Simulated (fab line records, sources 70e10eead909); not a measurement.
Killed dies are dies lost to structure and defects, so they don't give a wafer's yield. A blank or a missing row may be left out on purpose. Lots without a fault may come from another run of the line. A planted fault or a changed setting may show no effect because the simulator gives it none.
Chamber matching | flow nand_harc | NHARC_P_ZERO_WELL_ETCH_63 on rie_si-03: 4 sister chambers
The step etches the open film in HBr/Cl2, target depth 120 nm, time 40.1 s. 18 wafers are shown with their chamber, then 9 later ones without.

WAFERS WITH THEIR CHAMBER
wafer  | chamber | drypump_motor_current_A (A) | oes_product_au (a.u.) | chamber_pressure_mTorr (mTorr)
L076.1 | 3       | 5.5                         | 0.963                 | 14.995
L076.3 | 2       | 5.9                         | 0.993                 | 14.984
L076.6 | 1       | 6.2                         | 0.956                 | 15.008
L077.2 | 3       | 5.5                         | 0.969                 | 14.996
L077.4 | 0       | 5.3                         | 0.973                 | 15.016
L077.6 | 0       | 5.2                         | 0.974                 | 15.008
L079.1 | 1       | 6.2                         | 0.970                 | 15.003
L079.3 | 2       | 5.9                         | 1.001                 | 15.003
L079.6 | 2       | 5.9                         | 1.002                 | 14.970
L080.1 | 2       | 5.9                         | 0.994                 | 15.003
L080.5 | 3       | 5.5                         | 0.958                 | 15.008
L080.6 | 2       | 5.9                         | 1.002                 | 14.993
L084.1 | 0       | 5.3                         | 0.990                 | 14.995
L084.2 | 1       | 6.1                         | 0.959                 | 15.008
L084.6 | 1       | 6.2                         | 0.959                 | 15.001
L085.1 | 1       | 6.2                         | 0.972                 | 14.985
L085.5 | 2       | 5.8                         | 1.005                 | 15.006
L085.6 | 1       | 6.2                         | 0.957                 | 15.000

SIGNATURES (means of the wafers above)
reading                 | chamber 0 | chamber 1 | chamber 2 | chamber 3 | scatter within a chamber
drypump_motor_current_A | 5.267     | 6.183     | 5.883     | 5.500     | 0.0408
oes_product_au          | 0.97900   | 0.96217   | 0.99950   | 0.96333   | 0.00656
chamber_pressure_mTorr  | 15.00633  | 15.00083  | 14.99317  | 14.99967  | 0.0109
Rule: a wafer's distance from a chamber is the root of the sum, over the readings, of the square of ((its reading less the chamber's mean) divided by the reading's scatter). The wafer belongs to the nearest chamber; if the next one is less than 2 further off, it can't be placed. The scatter: the root of (the sum of the squares of (reading less its chamber's mean) over the shown wafers, divided by (wafers less chambers)).

WAFERS WITHOUT THEIR CHAMBER
wafer  | drypump_motor_current_A (A) | oes_product_au (a.u.) | chamber_pressure_mTorr (mTorr)
L086.1 | 5.9                         | 1.004                 | 14.991
L086.2 | 5.5                         | 0.968                 | 15.007
L086.4 | 6.2                         | 0.951                 | 14.982
L087.2 | 6.1                         | 0.960                 | 15.011
L087.3 | 5.3                         | 0.991                 | 14.995
L087.4 | 5.9                         | 1.008                 | 14.997
L089.2 | 5.9                         | 1.007                 | 15.007
L089.4 | 6.2                         | 0.960                 | 15.038
L089.6 | 5.9                         | 1.011                 | 14.993

WHICH CHAMBER EACH WENT THROUGH
wafer  | from the rows above | in truth
L086.1 | 2                   | 2
L086.2 | 3                   | 3
L086.4 | 1                   | 1
L087.2 | 1                   | 1
L087.3 | 0                   | 0
L087.4 | 2                   | 2
L089.2 | 2                   | 2
L089.4 | 1                   | 1
L089.6 | 2                   | 2
Placed correctly: 9 of 9. Can't be placed from these rows: 0. Placed wrongly: 0.
